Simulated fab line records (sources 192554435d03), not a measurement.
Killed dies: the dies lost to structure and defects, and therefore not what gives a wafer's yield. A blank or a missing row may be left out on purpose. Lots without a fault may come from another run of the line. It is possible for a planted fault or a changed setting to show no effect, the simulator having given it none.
Split-lot trial | flow n5_finfet | 21 wafers read across 7 lots, on a route 1938 steps long

== SPLIT DETAILS ==
At N5_BEOL_M5_DEP_56 (deposits SiCN from 3MS/NH3, target thk 8 nm, time 14 s), the setting time_s was moved away from the recipe's 14 s on 11 of the 21 wafers read, by -6.6% to +8.6%. The other wafers ran this setting at the recipe's value.

The reading is taken at the split's own step.

== THE READING ==
SiCN_of_BEOL_M5_DEP_56.thk_nm (the simulator's own value, which no gauge read), in nm, at N5_BEOL_M5_DEP_56 (deposits SiCN from 3MS/NH3, target thk 8 nm, time 14 s). There is no usual value for it anywhere in the file. Average 8.0 nm, standard deviation 0.13 nm, over the 10 wafers here run with the recipe.

wafer  | tool, chamber at the split | time_s as run, s | against the recipe | SiCN_of_BEOL_M5_DEP_56.thk_nm, nm | against lot-mates on the recipe
L076.1 | pecvd-02, 1                | 14               | recipe             | 8                                 | -
L076.2 | pecvd-02, 2                | 13.15            | -6.1%              | 7.6                               | -0.4
L076.6 | pecvd-02, 2                | 13.15            | -6.1%              | 7.6                               | -0.4
L075.1 | pecvd-03, 0,2              | 14               | recipe             | 7.8                               | -
L075.3 | pecvd-03, 0,2              | 14               | recipe             | 7.8                               | -
L075.6 | pecvd-03, 2                | 14               | recipe             | 8                                 | -
L085.4 | pecvd-02, 0,2,1            | 14.65            | +4.6%              | 8.4                               | no lot-mate on the recipe
L085.5 | pecvd-02, 0,2,1            | 14.65            | +4.6%              | 8.4                               | no lot-mate on the recipe
L085.6 | pecvd-02, 0,2,1            | 14.65            | +4.6%              | 8.4                               | no lot-mate on the recipe
L091.4 | pecvd-01, 0,2              | 14.92            | +6.6%              | 8.6                               | no lot-mate on the recipe
L091.6 | pecvd-01, 0,2              | 14.92            | +6.6%              | 8.6                               | no lot-mate on the recipe
L091.5 | pecvd-01, 1                | 14.92            | +6.6%              | 8.8                               | no lot-mate on the recipe
L094.1 | pecvd-02, 0,2              | 15.2             | +8.6%              | 8.6                               | +0.6
L094.2 | pecvd-02, 0,2              | 15.2             | +8.6%              | 8.6                               | +0.6
L094.3 | pecvd-02, 1                | 14               | recipe             | 8                                 | -
L095.2 | pecvd-03, 1,0              | 14               | recipe             | 8                                 | -
L095.3 | pecvd-03, 1,0              | 14               | recipe             | 8                                 | -
L095.6 | pecvd-03, 2                | 13.08            | -6.6%              | 7.4                               | -0.6
L097.1 | pecvd-02, 0                | 14               | recipe             | 8                                 | -
L097.3 | pecvd-02, 1                | 14               | recipe             | 8.2                               | -
L097.4 | pecvd-02, 1                | 14               | recipe             | 8.2                               | -
Rows listing several chambers each stand for several wafers; the file does not say which wafer went through which chamber.

FIT RESULTS
A straight line over all 21 wafers: SiCN_of_BEOL_M5_DEP_56.thk_nm changes by +0.0812 nm for each +1% of time_s; r = +0.95; the points scatter about the line by 0.12 nm.
The same after taking each lot's own level away (the mean of its wafers on the recipe; 15 wafers): +0.0723 nm for each +1%; r = +0.97; scatter 0.075 nm.
Per that fit: largest time_s move, reading shift of 0.62 nm.
Across the lots, their own levels run from 7.87 to 8.13 nm, a range of 2.1 times the standard deviation given above.
So the lot-to-lot level changes the slope: the two fits differ.
Check: with one of the wafers moved furthest among these (+8.6%) left out of the fit, the line predicts +0.622 nm for it against its lot-mates. Against them it came out at +0.6 nm.

== OTHER SPLITS APPLIED TO THESE WAFERS ==
Note: prior to the reading, these wafers also went through further splits. Each is held against what the fit with the lots' levels taken away leaves over:
other split on the same wafers   | wafers away from the commonest value | r with SiCN_of_BEOL_M5_DEP_56.thk_nm (lot level and that fit taken away)
N5_BEOL_M4_DESCUM_33 time_s      | 7                                    | +0.11
N5_BEOL_M5_ETCH_68 time_s        | 3                                    | -0.12
N5_BEOL_M5_TRENCH_ETCH_37 time_s | 7                                    | -0.07

== FILE'S OWN FIT ==
SiCN_of_BEOL_M5_DEP_56.thk_nm changes by +0.075 nm for each +1% of time_s, r = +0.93.
